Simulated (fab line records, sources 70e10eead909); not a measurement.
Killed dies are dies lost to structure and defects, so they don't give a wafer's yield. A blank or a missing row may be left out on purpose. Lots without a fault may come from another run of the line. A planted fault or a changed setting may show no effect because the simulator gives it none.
fab line records | flow nand_harc
record lots=6 wafers=18 last_day=25
route steps=1159 shown THIN_TSV@1119 END@1158
lots that met no fault: from a run of the same line without faults
start_h: hours from the record's first day to the start of the lot's first wafer shown | wait_h: hours since the lot's step before | " the same as in the row above | L1.1+2: a row that stands for several wafers | - no value, or no start given | * or withheld: withheld | < > ~ a bound
route shown NAME@n: a module of which the file shows steps, and the number in the route of the first | usual: mean/standard deviation of fault-free wafers | same: alike in all rows | chamber/n: place in a boat | sites: the reading at each site | _std_site: their standard deviation | _edge_site: outer sites' mean less inner sites' | radius_mm: how far each site lies from the wafer's centre | mask NAME#n: copy n | behind: the tool/chamber that last shaped the wafer | hold: why the lot was held/for how many hours/how that ended | device: the transistor (n, p or np) that didn't switch | end of line: the same wafers' tests at the end of the route | a step without rows: its recipe alone | killed: dies lost to structure and defects at the first sort, not the wafer's yield | map: a wafer's dies, x killed, . not, _ none there
set.NAME: the setting as run; set.NAME@STEP: as run at that earlier step | model.NAME: the simulator's own value behind a step, which no gauge read
lots at some steps of the route; a table a step, a row a wafer
services: from which hour (start_h, from the record's first day; less than 0 if before it) a tool's chamber was out of use, for how many hours, and why
## steps
# step NHARC_THIN_TSV_ETCH_44
# recipe target_depth_a=15942 time_s=797.1 cf4_flow_sccm=150 o2_flow_sccm=10 ar_flow_sccm=0 rf_w=300 bias_w=800 chemistry=CF4/O2
# step NHARC_THIN_TSV_ETCH_15
# recipe target_depth_a=30000 bosch_target_overetch_cycles=2 bosch_etch_step_s=2.8 bosch_dep_step_s=1.2 bosch_cycles=14
# usual drypump_motor_current_A=5.9/0.47
# columns lot.wafer tool chamber start_h wait_h drypump_motor_current_A rf_hours_counter_h
L718.3 rie_si-05 0 458.26 - 6.4 0.5
L718.6 " 0 " " 6.4 -
L718.5 " 1 " " 6.4 -
L717.4 rie_si-06 2 459.36 - 5.3 0.8
L717.3 " 3 " " 6.4 0.8
L717.2 " 0 " " 5.3 1.0
L727.2 rie_si-04 2 528.48 - 5.8 0.6
L727.4 " 3 " " 6.5 0.6
L727.5 " 1 " " 5.5 -
L732.4 rie_si-05 0 562.50 0.5 6.4 1.3
L732.3 " 1 " " 6.4 1.0
L732.5 " 3 " " 5.3 -
L731.1 rie_si-06 2 564.50 - 5.4 0.2
L731.5 " 1 " " 6.1 -
L731.6 " 2 " " 5.3 -
L734.3 rie_si-05 2 566.94 - 5.6 1.1
L734.4 " 3 " " 5.3 1.3
L734.1 " 1 " " 6.4 1.1
# step NHARC_THIN_TSV_CD_MEAS_16
# usual cd_nm=1000.6/1.9
# columns lot.wafer tool chamber start_h wait_h cd_nm
L718.3 cd_sem-02 - 458.41 0.1 998.5
L718.5 " - " " 1000.5
L718.6 " - " " 998.5
L717.2 cd_sem-01 - 459.50 0.1 1001.4
L717.3 " - " " 1002.9
L717.4 " - " " 999.5
L727.2 cd_sem-01 - 528.62 0.1 998.4
L727.4 " - " " 999.7
L727.5 " - " " 998.0
L732.3 cd_sem-03 - 562.63 0.1 999.2
L732.4 " - " " 1000.1
L732.5 " - " " 998.8
L731.1 cd_sem-03 - 564.63 0.1 1000.8
L731.5 " - " " 1002.7
L731.6 " - " " 997.9
L734.1 cd_sem-02 - 567.09 0.1 1002.3
L734.3 " - " " 1002.9
L734.4 " - " " 1002.4
# step NHARC_THIN_TSV_STRIP_45
# recipe power_w=1500 temp_c=250 chemistry=O2
# step NHARC_THIN_TSV_STRIP_46
# recipe time_s=1200 temp_c=72.5 chemistry=post_etch_residue_remover
# step NHARC_THIN_TSV_DEP_47
# recipe target_thk_a=2000 temp_c=withheld pressure_torr=6.5 rf_w=900 teos_flow_sccm=161.4 flow_sccm=2650 target_thk_nm=200 gas=O2 material=SiO2
# step NHARC_THIN_TSV_ETCHBACK_48
# recipe target_depth_a=10285 over_etch_frac=0.3 time_s=405.17 ion_energy_ev=250 c4f8_flow_sccm=withheld ar_flow_sccm=withheld rf_w=600 bias_w=300 chemistry=C4F8/Ar
# step NHARC_THIN_TSV_STRIP_62
# recipe power_w=1500 temp_c=250 time_s=20 chemistry=N2/H2
# usual drypump_motor_current_A=5.74/0.18 heater_power_w=338/24 temp_c=250.03/0.19
# columns lot.wafer tool chamber start_h wait_h drypump_motor_current_A heater_power_w rf_hours_counter_h temp_c
L718.3 plasma_asher-02 0 460.22 - 5.63 318 - 249.74
L718.6 " 0 " " 5.67 312 - 249.86
L718.5 " 1 " " 5.84 329 - 250.37
L717.2 plasma_asher-02 0 461.26 - 5.67 314 31 250.21
L717.3 " 1 " " 5.82 332 - 250.23
L717.4 " 0 " " 5.68 305 - 250.02
L727.2 plasma_asher-02 1 530.34 - 5.83 327 54 250.15
L727.4 " 0 " " 5.71 311 - 250.25
L727.5 " 1 " " 5.82 334 - 249.95
L732.4 plasma_asher-02 1 564.49 - 5.82 336 - 250.17
L732.3 " 0 " " 5.72 291 - 250.01
L732.5 " 0 " " 5.65 290 - 249.71
L731.1 plasma_asher-01 1 566.28 - 5.38 355 38 249.98
L731.5 " 1 " " 5.42 349 - 249.98
L731.6 " 0 " " 5.95 379 - 250.03
L734.1 plasma_asher-01 1 568.74 - 5.43 358 38 249.90
L734.3 " 0 " " 5.94 364 - 249.98
L734.4 " 1 " " 5.44 353 - 249.90
# step NHARC_THIN_TSV_DEGAS_49
# recipe temp_c=300 time_s=120
# step NHARC_THIN_TSV_PRE_CLEAN_50
# recipe time_s=30 temp_c=280 gas=H2/He
# step NHARC_THIN_TSV_PVD_19
# recipe target_thk_a=200 chamber_pressure_pa=5 material=TaN
# step NHARC_THIN_TSV_PVD_51
# recipe target_thk_a=1000 chamber_pressure_pa=5 material=Cu
# step NHARC_THIN_TSV_ECD_20
# recipe target_thk_a=20000 material=Cu
# columns lot.wafer tool chamber start_h wait_h
L718.3+6+5 ecd_cu-02 1,0,1 461.11 -
L717.2+4+3 ecd_cu-02 1,1,0 461.87 -
L727.2+4+5 ecd_cu-01 1,1,0 531.07 -
L732.4+3+5 ecd_cu-02 0,1,0 565.27 -
L731.1+5+6 ecd_cu-02 0,1,0 567.00 -
L734.1+4+3 ecd_cu-02 0,1,0 569.46 -
# step NHARC_THIN_TSV_ANNEAL_52
# recipe temp_c=225 time_s=90
# usual wafer_temp_C_max=226.3/0.33
# columns lot.wafer tool chamber start_h wait_h wafer_temp_C_max
L718.3 rtp_anneal-02 0 461.75 0.5 226.2
L718.5 " 0 " " 226.4
L718.6 " 0 " " 226.7
L717.2 rtp_anneal-01 0 462.74 0.8 227.5
L717.3 " 0 " " 226.5
L717.4 " 0 " " 227.0
L727.2 rtp_anneal-02 0 531.78 0.6 226.4
L727.4 " 0 " " 226.1
L727.5 " 0 " " 226.4
L732.3 rtp_anneal-02 0 565.90 0.4 225.7
L732.4 " 0 " " 225.9
L732.5 " 0 " " 226.1
L731.1 rtp_anneal-02 0 567.62 0.5 226.0
L731.5 " 0 " " 226.3
L731.6 " 0 " " 226.5
L734.1 rtp_anneal-01 0 570.09 0.5 226.7
L734.3 " 0 " " 226.5
L734.4 " 0 " " 226.3
# step NHARC_THIN_TSV_CMP_21
# recipe t_overpolish_s=30 target_thk_nm=2000
# step NHARC_THIN_TSV_SRD_23
# step NHARC_THIN_TSV_DEGAS_53
# recipe temp_c=300 time_s=60
# step NHARC_THIN_TSV_PRE_CLEAN_54
# recipe time_s=30 temp_c=280 gas=H2/He
# step NHARC_THIN_TSV_PVD_55
# recipe target_thk_a=500 material=TiN
# step NHARC_THIN_TSV_PVD_24
# recipe target_thk_a=8000 power_w=withheld chamber_pressure_pa=withheld substrate_temp_c=withheld time_s=withheld gas=Ar material=Al
# step NHARC_THIN_TSV_DEHYDRATE_25
# recipe temp_c=150 time_s=120
# step NHARC_THIN_TSV_HMDS_26
# recipe time_s=30
# step NHARC_THIN_TSV_COAT_27
# recipe spin_rpm=*
# step NHARC_THIN_TSV_SOFTBAKE_28
# recipe temp_c=122 time_s=95
# step NHARC_THIN_TSV_EBR_29
# step NHARC_THIN_TSV_EXPOSE_30
# recipe na=0.55 dose_mj=11.47 mask_id=PAD
# step NHARC_THIN_TSV_PEB_31
# recipe peb_temp_c=118 peb_time_s=85
# step NHARC_THIN_TSV_DEVELOP_32
# recipe time_s=70
# step NHARC_THIN_TSV_CD_MEAS_33
# recipe target_cd_nm=5000 landing_energy_ev=500
# usual cd_nm=4999.1/1.6
# columns lot.wafer tool chamber start_h wait_h cd_nm
L718.3 cd_sem-02 0 463.82 - 4998.3
L718.5 " 0 " " 5001.3
L718.6 " 0 " " 5001.8
L717.2 cd_sem-03 0 464.64 - 5002.1
L717.3 " 0 " " 5001.1
L717.4 " 0 " " 4997.1
L727.2 cd_sem-02 0 533.69 - 4998.8
L727.4 " 0 " " 4997.5
L727.5 " 0 " " 4997.4
L732.3 cd_sem-02 0 567.76 - 4998.2
L732.4 " 0 " " 4998.4
L732.5 " 0 " " 5000.1
L731.1 cd_sem-03 0 569.59 - 4998.2
L731.5 " 0 " " 4998.1
L731.6 " 0 " " 4997.2
L734.1 cd_sem-02 0 572.05 - 4997.8
L734.3 " 0 " " 4999.8
L734.4 " 0 " " 5000.8
# step NHARC_THIN_TSV_HARDBAKE_34
# recipe temp_c=125 time_s=80
# step NHARC_THIN_TSV_DESCUM_35
# recipe time_s=3 o2_flow_sccm=200 ar_flow_sccm=0 bias_power_w=0 chemistry=O2
# step NHARC_THIN_TSV_ETCH_59
# recipe target_depth_a=8800 icp_w=900 bias_w=100 Cl2_flow_sccm=60 bcl3_flow_sccm=30 time_s=138.1 chemistry=Cl2/BCl3
# usual chamber_pressure_mTorr=10.000/0.0097 drypump_motor_current_A=5.8/0.42 oes_product_au=1.008/0.0093 throttle_valve_pct=22.264/0.0091
# columns lot.wafer tool chamber start_h wait_h chamber_pressure_mTorr drypump_motor_current_A oes_product_au rf_hours_counter_h throttle_valve_pct
L718.3 rie_metal-02 1 464.17 0.2 9.999 5.7 1.017 - 22.254
L718.5 " 1 " " 10.017 5.7 1.019 - 22.265
L718.6 " 0 " " 9.999 6.1 1.000 - 22.261
L717.2 rie_metal-03 0 464.92 0.1 10.002 6.2 1.013 0.2 22.260
L717.3 " 0 " " 9.988 6.2 0.991 - 22.279
L717.4 " 1 " " 9.989 5.0 0.987 - 22.273
L727.2 rie_metal-02 0 534.05 0.2 10.011 6.1 1.008 - 22.265
L727.4 " 0 " " 9.987 6.1 1.009 - 22.265
L727.5 " 0 " " 10.003 6.1 1.003 - 22.248
L732.4 rie_metal-03 1 568.13 0.2 10.002 5.0 0.994 - 22.262
L732.3 " 0 " " 9.999 6.2 1.004 - 22.266
L732.5 " 0 " " 10.003 6.2 1.001 - 22.281
L731.1 rie_metal-03 0 569.88 0.1 10.002 6.2 1.020 3.4 22.274
L731.5 " 0 " " 10.003 6.1 1.016 - 22.265
L731.6 " 1 " " 10.006 4.9 1.003 - 22.251
L734.1 rie_metal-03 0 572.38 0.1 9.981 6.2 1.008 3.6 22.266
L734.4 " 1 " " 9.988 5.0 0.988 - 22.243
L734.3 " 0 " " 10.009 6.1 1.012 - 22.251
# step NHARC_THIN_TSV_ETCH_36
# recipe target_depth_a=650 over_etch_frac=0.3 time_s=18.571 ion_energy_ev=150 chemistry=Cl2/BCl3
# usual chamber_pressure_mTorr=10.001/0.0091 drypump_motor_current_A=5.8/0.42 oes_product_au=1.007/0.0089
# columns lot.wafer tool chamber start_h wait_h chamber_pressure_mTorr drypump_motor_current_A oes_product_au rf_hours_counter_h
L718.3 rie_metal-02 1 464.36 0.2 10.010 5.7 1.006 -
L718.6 " 1 " " 10.004 5.7 1.003 -
L718.5 " 0 " " 9.994 6.1 1.009 -
L717.2 rie_metal-03 0 465.18 0.2 9.995 6.2 1.019 0.4
L717.3 " 0 " " 10.010 6.2 1.010 -
L717.4 " 1 " " 10.014 5.0 0.994 -
L727.2 rie_metal-02 0 534.47 0.3 9.998 6.1 1.007 -
L727.4 " 0 " " 9.996 6.1 0.994 -
L727.5 " 0 " " 9.995 6.1 1.003 -
L732.3 rie_metal-03 1 568.32 0.1 9.988 4.9 0.997 -
L732.4 " 0 " " 10.006 6.2 1.010 -
L732.5 " 1 " " 10.000 5.0 0.988 -
L731.1 rie_metal-03 1 570.15 0.2 9.998 5.0 0.998 3.4
L731.5 " 0 " " 9.992 6.1 1.008 -
L731.6 " 1 " " 10.004 5.0 0.996 -
L734.1 rie_metal-03 0 572.61 0.2 10.008 6.2 1.005 3.7
L734.3 " 1 " " 10.008 5.0 0.993 -
L734.4 " 0 " " 10.004 6.2 1.003 -
# step NHARC_THIN_TSV_STRIP_56
# recipe power_w=1500 temp_c=250 chemistry=O2
# step NHARC_THIN_TSV_STRIP_57
# recipe time_s=1200 temp_c=72.5 chemistry=post_etch_residue_remover
# step NHARC_THIN_TSV_CD_MEAS_37
# usual cd_nm=5000.2/2.6
# columns lot.wafer tool chamber start_h wait_h cd_nm
L718.3 cd_sem-01 - 465.25 - 4996.9
L718.5 " - " " 5003.4
L718.6 " - " " 4999.4
L717.2 cd_sem-03 - 466.07 - 5004.1
L717.3 " - " " 5004.0
L717.4 " - " " 4998.5
L727.2 cd_sem-03 - 535.39 - 4995.7
L727.4 " - " " 4997.2
L727.5 " - " " 4994.4
L732.3 cd_sem-01 - 569.21 - 4997.5
L732.4 " - " " 4997.8
L732.5 " - " " 5000.5
L731.1 cd_sem-01 - 571.03 - 4999.3
L731.5 " - " " 5000.6
L731.6 " - " " 4995.6
L734.1 cd_sem-03 - 573.51 - 5000.9
L734.3 " - " " 5003.3
L734.4 " - " " 5003.5
# step NHARC_THIN_TSV_ANNEAL_58
# recipe temp_c=400 time_s=1800
# step NHARC_END_WLT_00
# usual VT_DECK1_BOTTOM=0.872/0.0066 VT_DECK1_BOTTOM_INNER=0.871/0.006 VT_DECK1_MEDIAN_NEAR_BOTTOM=0.872/0.0061 VT_DECK1_MEDIAN_NEAR_BOTTOM_INNER=0.873/0.0064 VT_DECK1_MIDDLE=0.885/0.0058 VT_DECK1_MIDDLE_INNER=0.885/0.0058 VT_DECK1_TOP=0.896/0.0065 VT_DECK1_TOP_INNER=0.896/0.0063
# columns lot.wafer tool chamber start_h wait_h VT_DECK1_BOTTOM VT_DECK1_BOTTOM_INNER VT_DECK1_MEDIAN_NEAR_BOTTOM VT_DECK1_MEDIAN_NEAR_BOTTOM_INNER VT_DECK1_MIDDLE VT_DECK1_MIDDLE_INNER VT_DECK1_TOP VT_DECK1_TOP_INNER
L718.3 prober-01 - 484.22 14.8 0.871 0.874 0.880 0.877 0.885 0.891 0.891 0.894
L718.5 " - 485.22 15.8 0.860 0.867 0.869 0.865 0.887 0.884 0.900 0.893
L718.6 " - " " 0.890 0.872 0.872 0.878 0.885 0.883 0.897 0.888
L717.2 prober-02 - 489.77 20.3 0.870 0.868 0.867 0.860 0.875 0.872 0.891 0.890
L717.3 " - " " 0.873 0.865 0.870 0.866 0.879 0.890 0.892 0.900
L717.4 " - " " 0.880 0.872 0.876 0.868 0.882 0.884 0.899 0.888
L727.2 prober-02 - 540.15 0.6 0.868 0.872 0.870 0.865 0.880 0.879 0.892 0.893
L727.4 " - " " 0.871 0.869 0.867 0.872 0.876 0.889 0.890 0.898
L727.5 " - " " 0.869 0.865 0.861 0.868 0.878 0.884 0.888 0.897
L731.1 prober-02 - 573.72 0.1 0.880 0.874 0.873 0.872 0.892 0.891 0.903 0.903
L731.5 " - 575.72 2.0 0.873 0.869 0.875 0.876 0.890 0.885 0.899 0.893
L731.6 " - " " 0.877 0.870 0.889 0.878 0.894 0.886 0.905 0.908
L732.3 prober-01 - 582.52 8.9 0.879 0.882 0.875 0.886 0.888 0.892 0.902 0.903
L732.4 " - " " 0.875 0.868 0.874 0.874 0.885 0.883 0.895 0.898
L732.5 " - " " 0.880 0.872 0.880 0.879 0.889 0.893 0.904 0.901
L734.1 prober-01 - 589.37 12.6 0.867 0.870 0.870 0.871 0.879 0.884 0.890 0.894
L734.3 " - 590.37 13.6 0.872 0.873 0.870 0.872 0.881 0.886 0.898 0.893
L734.4 " - " " 0.873 0.878 0.880 0.885 0.887 0.892 0.898 0.899
# step NHARC_END_SORT_01
# recipe temp_c=25
# usual defect_limited_yield=95.1/1.8 killed_at_array=29/11 killed_at_other=0.5/0.8 killed_at_periphery=3.5/2.8 killed_dies=33/12 killed_open=3.1/1.8 killed_short=1.8/1.4 sort_bin_2_pct=1.5/0.65 sort_bin_3_pct=0.24/0.21 sort_bin_4_pct=3.1/1.2 sort_n_pass=644/12 sort_rim_yield_pct=97.5/1.9 sort_yield_pct=95.1/1.8
# same gross_dies=677 sort_bin_5_pct[%]=0 sort_bin_6_pct[%]=0 sort_bin_7_pct[%]=0 sort_bin_8_pct[%]=0 sort_rim_n_gross=106.00
# columns lot.wafer tool chamber start_h wait_h defect_limited_yield[%] killed_at_array killed_at_other killed_at_periphery killed_dies killed_open killed_short sort_bin_2_pct[%] sort_bin_3_pct[%] sort_bin_4_pct[%] sort_n_pass sort_rim_yield_pct[%] sort_yield_pct[%]
L718.3 prober-01 0 487.83 3.1 29.8 15 458 2 475 3 1 25.8 7.09 37.2 202 30.2 29.8
L718.5 prober-01 0 489.45 3.7 30.3 18 454 0 472 0 3 25.8 6.06 37.8 205 24.5 30.3
L718.6 prober-01 0 490.26 4.0 32.2 18 440 1 459 2 1 27.5 4.87 35.5 218 33.0 32.2
L717.2 prober-02 0 493.09 2.8 35.5 14 422 1 437 1 1 24.2 5.47 34.9 240 45.3 35.5
L717.3 prober-02 0 493.89 3.1 33.1 17 435 1 453 3 1 24.7 5.17 37.1 224 30.2 33.1
L717.4 prober-02 0 494.69 3.4 31.6 15 448 0 463 4 1 23.3 5.76 39.3 214 34.9 31.6
L727.2 prober-02 0 543.43 2.8 94.5 34 0 3 37 3 4 1.6 0.15 3.7 640 97.2 94.5
L727.4 prober-02 0 545.02 3.4 94.7 33 0 3 36 6 4 1.9 0 3.4 641 97.2 94.7
L727.5 prober-02 0 545.82 3.7 94.8 33 0 2 35 0 2 1.6 0.44 3.1 642 97.2 94.8
L732.3 prober-01 0 586.15 3.1 95.3 31 0 1 32 4 1 1.9 0.30 2.5 645 98.1 95.3
L732.4 prober-01 0 586.95 3.4 96.2 22 1 3 26 0 0 0.6 0.89 2.4 651 100.0 96.2
L732.5 prober-01 0 587.76 3.7 95.0 28 2 4 34 2 0 1.5 0.15 3.4 643 99.1 95.0
L734.1 prober-01 0 592.38 2.5 92.9 43 0 5 48 7 1 2.7 0.15 4.3 629 93.4 92.9
L734.3 prober-01 0 593.96 3.1 91.4 52 0 6 58 4 4 1.9 0.59 6.1 619 94.3 91.4
L734.4 prober-01 0 594.75 3.4 94.2 33 0 6 39 3 1 2.1 0.30 3.4 638 96.2 94.2
# killed by level:class
L718.3 THIN_TSV:unspecified=458 A_SLIT:chamber_film_flake=5 A_ZERO_WELL:chamber_film_flake=3 A_CONTACT:chamber_film_flake=3 P_CONTACT:geometric_particle:open=2 A_CHANNEL_HOLE_D1:chamber_film_flake=2 A_CONTACT:geometric_particle:short=1 A_BLC:geometric_particle:open=1
L718.5 THIN_TSV:unspecified=454 A_SLIT:chamber_film_flake=7 A_CONTACT:chamber_film_flake=4 A_CHANNEL_HOLE_D1:chamber_film_flake=3 A_CHANNEL_FILL_D1:geometric_particle:short=1 A_SGD_CUT:geometric_particle:short=1 A_WL_FILL:geometric_particle:short=1 A_STAIRCASE:chamber_film_flake=1
L718.6 THIN_TSV:unspecified=440 A_SGD_CUT:chamber_film_flake=5 A_SLIT:chamber_film_flake=5 A_CONTACT:chamber_film_flake=3 A_CHANNEL_FILL_D1:geometric_particle:open=2 A_M1:geometric_particle:short=1 P_STI:chamber_film_flake=1 A_ZERO_WELL:chamber_film_flake=1
L717.2 THIN_TSV:unspecified=422 A_CHANNEL_HOLE_D1:chamber_film_flake=7 A_CONTACT:chamber_film_flake=4 A_ONON_D1:geometric_particle:short=1 A_BLC:geometric_particle:open=1 P_M2:chamber_film_flake=1 A_STAIRCASE:chamber_film_flake=1
L717.3 THIN_TSV:unspecified=435 A_CHANNEL_HOLE_D1:chamber_film_flake=11 A_STAIRCASE:chamber_film_flake=2 P_CONTACT:geometric_particle:open=1 A_ONON_D1:geometric_particle:short=1 A_CHANNEL_FILL_D1:geometric_particle:open=1 A_CONTACT:geometric_particle:open=1 A_CONTACT:chamber_film_flake=1
L717.4 THIN_TSV:unspecified=446 A_CHANNEL_HOLE_D1:chamber_film_flake=5 A_STAIRCASE:chamber_film_flake=3 A_WL_FILL:geometric_particle:open=2 A_CONTACT:chamber_film_flake=2 THIN_TSV:chamber_film_flake=2 A_SOURCE_PLATE:geometric_particle:open=1 A_CHANNEL_FILL_D1:geometric_particle:open=1
L727.2 A_CHANNEL_HOLE_D1:chamber_film_flake=17 A_STAIRCASE:chamber_film_flake=5 A_CONTACT:chamber_film_flake=3 A_M0:geometric_particle:short=2 A_CHANNEL_FILL_D1:chamber_film_flake=2 A_SLIT:chamber_film_flake=2 P_GATE:geometric_particle:open=1 P_M0:geometric_particle:open=1
L727.4 A_CHANNEL_HOLE_D1:chamber_film_flake=19 A_ONON_D1:geometric_particle:short=2 A_M0:geometric_particle:open=2 A_CONTACT:chamber_film_flake=2 P_CONTACT:geometric_particle:open=1 A_ONON_D1:geometric_particle:open=1 A_CHANNEL_FILL_D1:geometric_particle:short=1 A_CHANNEL_FILL_D1:geometric_particle:open=1
L727.5 A_CHANNEL_HOLE_D1:chamber_film_flake=15 A_CONTACT:chamber_film_flake=7 A_SLIT:chamber_film_flake=4 A_STAIRCASE:chamber_film_flake=3 A_CHANNEL_FILL_D1:chamber_film_flake=2 P_M2:geometric_particle:short=1 A_CHANNEL_HOLE_D1:geometric_particle:short=1 P_M0:chamber_film_flake=1
L732.3 A_CHANNEL_HOLE_D1:chamber_film_flake=20 A_CONTACT:chamber_film_flake=5 A_ONON_D1:geometric_particle:open=2 A_STAIRCASE:chamber_film_flake=2 P_M1:geometric_particle:open=1 A_CHANNEL_HOLE_D1:geometric_particle:short=1 A_CONTACT:geometric_particle:open=1
L732.4 A_CHANNEL_HOLE_D1:chamber_film_flake=13 A_CONTACT:chamber_film_flake=5 P_GATE:chamber_film_flake=2 A_STAIRCASE:chamber_film_flake=2 P_ZERO_WELL:chamber_film_flake=1 A_ZERO_WELL:chamber_film_flake=1 A_SLIT:chamber_film_flake=1 THIN_TSV:chamber_film_flake=1
L732.5 A_CHANNEL_HOLE_D1:chamber_film_flake=20 A_CONTACT:chamber_film_flake=5 P_STI:chamber_film_flake=2 THIN_TSV:chamber_film_flake=2 P_GATE:geometric_particle:open=1 A_CONTACT:geometric_particle:open=1 P_GATE:chamber_film_flake=1 A_STAIRCASE:chamber_film_flake=1
L734.1 A_SLIT:chamber_film_flake=20 A_CONTACT:chamber_film_flake=12 P_ZERO_WELL:chamber_film_flake=4 A_ONON_D1:geometric_particle:open=2 A_WL_FILL:geometric_particle:open=2 A_STAIRCASE:chamber_film_flake=2 A_CHANNEL_HOLE_D1:geometric_particle:open=1 A_WL_FILL:geometric_particle:short=1
L734.3 A_SLIT:chamber_film_flake=26 A_CONTACT:chamber_film_flake=10 A_CHANNEL_HOLE_D1:chamber_film_flake=5 P_ZERO_WELL:chamber_film_flake=3 A_CHANNEL_FILL_D1:chamber_film_flake=2 A_STAIRCASE:chamber_film_flake=2 P_M0:geometric_particle:open=1 A_SOURCE_PLATE:geometric_particle:short=1
L734.4 A_SLIT:chamber_film_flake=21 A_CONTACT:chamber_film_flake=8 P_STI:chamber_film_flake=2 A_CHANNEL_HOLE_D1:chamber_film_flake=2 P_GATE:geometric_particle:open=1 P_CONTACT:geometric_particle:open=1 P_M0:geometric_particle:open=1 A_CONTACT:geometric_particle:short=1
# map L717.4 (x killed, . not)
____________.____________
_________x.x.xxx_________
_______....xxxx..x_______
______.xx.xxxx.x.x.______
_____..xxx..xx.xx.xx_____
____xxxxxxxxxxx...xxx____
____x.x.xxx.x.xxx.xxx____
___xxx.x.xxxxx.x.x.xxx___
___xxx.xx.xxx.xxxxxxxx___
__xx..x.xxx.xxxx.xxx.x.__
__x.xxxx..x...xxxx.xxx.__
_xxxxx.x.xx.xxxxxxx...xx_
_..x.x.xxxxxx.xx.x.xxxx._
_xx.x.xxx.xxxx.xxxx.xxx._
_.xxxxxxxxxxx.xxx.xxxxxx_
_x.xxxxxx.xxxxxxxx.xx.x._
xxxxxx.x..xx.xxx.xxxxx.xx
xxx.x.xxxxxx.xx..xxxxxxx.
..x.x.x.x.....x..xx.x..xx
xx.xxxxx..xx..xxxxx.xxx.x
x.xxxx.x.xx.xx.xxx..xx.x.
_xx.xx..x..xxxx.x.xxxx.._
_.xx.xxxxxx.xxxxxx..x..x_
_xx.xxxx.xxxxx.x.xxx.xx._
_x.xxxxxxxx..xxxxx..xx.x_
_xx.x.x....x..x.xxxx.xxx_
__xxxx.xxxx.x.xx..xxxxx__
__xxx...x.x.x..xxxxx.xx__
___.xxx.xx....x.x..xx.___
___...x.xxxxx..x.xx.xx___
____x..xx.xxxxx.xx.x.____
____..x...xx.x.xxxxxx____
_____.xxxx..xxxxxxxx_____
______x.xxxxxxxxxx.______
_______.xx..xxxxxx_______
_________xxxx..x_________
____________x____________
# map L718.3 (x killed, . not)
____________x____________
_________x.xx.xx_________
_______..xxxxxxx.x_______
______xxxx.xx.x..xx______
_____xx..xxxxxx.xxxx_____
____x.x..xxxx.xxxxxxx____
____x..xxxx.xx.xxxxx.____
___.x.x.xx.xx....x..xx___
___xxx.xxx.x.xxx..x.x.___
__x...x.xx...xxxx..xxxx__
__.xx..x.xxxx.xx.xxxxx.__
_xxxxxxxxxxxxx.xxxxxxx.x_
_..x..xxxxx...xx.x..xxxx_
_x.x.xxxx.xxxxx.xxxxxxx._
_.xxxxx.x..xxx.xx..xx.xx_
_..x..x.xx.xx.x.xxxxx.xx_
xxx.xx..xxxx...xxxxxxxxx.
.x.xxxx.xxxxx.xxxx.xx....
xx..xxxxxx..x.xxxxxxxxx.x
xxxx....xxxxx.xxx...xx.x.
...xxxxxx.x.x.xxxxxxxxxx.
_x.xxxxxxxx...x...xxxxxx_
_xx.x.x.xx...x.xxxxxxxx._
_xxxxxxx.x.x...x.x...xxx_
_xxxxxx.xxxxxxxxxxxxxxxx_
_xxx..xxxxxx.x..xxxx..xx_
__xxx.x.xxxxxxxxx.xxxxx__
__xxxxxxxxx..xxx.x.xxxx__
___..xxxx.xxx.xx.xxxxx___
___xxxx.x.x.xxx...x.xx___
____xxxxx..xx.xxx.xxx____
____xxxx..xxxx.xxxxxx____
_____xxx.xx.x..xxx.._____
______...x.xxx.x...______
_______.xxx.xxxxxx_______
_________xxxxxx._________
____________x____________
## services
# columns tool chamber start_h hours kind
ecd_cu-01 - 448.00 8.0 pm
rie_metal-03 - 453.00 9.0 pm
rie_metal-03 0 453.00 9.0 vent_cycle
rie_metal-03 1 453.00 9.0 vent_cycle
rie_si-04 - 453.00 9.0 pm
plasma_asher-01 - 453.11 9.0 pm
rie_metal-03 0 462.00 - clean
rie_metal-03 1 462.00 - clean
rie_metal-03 1 470.25 6.7 repair
rie_si-06 1 476.34 2.7 repair
rie_si-06 1 479.25 5.7 repair
rie_si-04 2 504.09 5.3 repair
rie_si-05 1 510.99 11.1 repair
rie_si-05 - 511.69 0.4 repair
plasma_asher-02 - 526.34 1.2 repair
ecd_cu-02 - 532.63 8.0 pm
rie_si-06 - 537.06 9.0 pm
plasma_asher-02 - 537.60 9.0 pm
plasma_asher-02 0 537.60 9.0 vent_cycle
plasma_asher-02 1 537.60 9.0 vent_cycle
plasma_asher-01 - 539.74 1.8 repair
plasma_asher-02 0 546.60 - clean
rie_si-04 3 557.22 4.1 repair
rie_metal-02 - 565.10 9.0 pm
## key
first_sign step=NHARC_END_SORT_01 reading=killed_at_other direction=up sigmas=99+ usual=0.5 struck=442.8
effect step=NHARC_END_SORT_01 reading=killed_dies direction=up sigmas=36 usual=33 struck=460
more_kills_born_at NHARC_THIN_TSV_ECD_20@ecd_cu-02=2655
met_at NHARC_THIN_TSV_ECD_20
struck_wafers L717.2,L717.3,L717.4,L718.3,L718.5,L718.6
fault kind=chamber_particle_source tool=ecd_cu-02 chamber=- onset_h=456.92 steps=NHARC_THIN_TSV_ECD_20 rate_per_visit_cm2=1.1921 end_h=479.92
